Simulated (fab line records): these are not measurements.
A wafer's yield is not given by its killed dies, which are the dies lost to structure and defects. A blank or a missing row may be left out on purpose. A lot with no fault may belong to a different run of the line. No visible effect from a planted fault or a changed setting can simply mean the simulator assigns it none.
Matching of chambers -- flow nand-harc -- NHARC_P_GATE_DEP_103 on pecvd-03: 3 sister chambers
The step deposits SiON, target thk 30 nm. 14 wafers are shown with their chamber, then 7 later ones without.

## WAFERS, EACH WITH ITS CHAMBER
wafer,chamber,heater-power-w (W),susceptor-temp-C (C)
L077.1,1,611,399.76
L077.4,0,775,399.55
L077.5,2,814,400.40
L078.2,1,622,399.97
L078.4,0,848,400.25
L078.6,1,627,400.02
L081.1,0,791,399.78
L081.3,2,738,399.90
L081.4,2,721,399.80
L085.3,2,818,399.85
L085.4,0,915,400.09
L085.5,1,635,399.69
L087.1,0,849,400.13
L087.3,1,610,399.55

SIGNATURES, as means of the wafers listed above
reading,chamber 0,chamber 1,chamber 2,scatter within a chamber
heater-power-w,835.60,621.00,772.75,43.1
susceptor-temp-C,399.9600,399.7980,399.9875,0.255
Rule: a wafer lies at a distance from a chamber equal to the root of the sum of squares, over the readings, of (its reading less the chamber's mean, divided by the reading's scatter). The wafer belongs to the nearest chamber; if the next one is less than 2 further off, it can't be placed. The scatter: take each reading less its chamber's mean, square it, sum over the shown wafers, divide by the number of wafers less the number of chambers, and take the root.

## WAFERS WITHOUT THEIR CHAMBER
wafer,heater-power-w (W),susceptor-temp-C (C)
L087.5,874,399.99
L093.3,932,400.48
L093.4,655,400.05
L093.5,666,399.82
L095.4,733,399.95
L095.5,805,400.13
L095.6,582,400.25

## THE CHAMBER EACH PASSED THROUGH
wafer,from the rows above,in truth
L087.5,can't be placed: 0 or 2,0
L093.3,can't be placed: 0 or 2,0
L093.4,can't be placed: 1 or 2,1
L093.5,can't be placed: 1 or 2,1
L095.4,can't be placed: 2 or 0 or 1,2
L095.5,can't be placed: 2 or 0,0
L095.6,1,1
Correctly placed: 1 of 7. Not placeable from these rows: 6 (in 6, the candidates include the true chamber). Wrongly placed: 0.
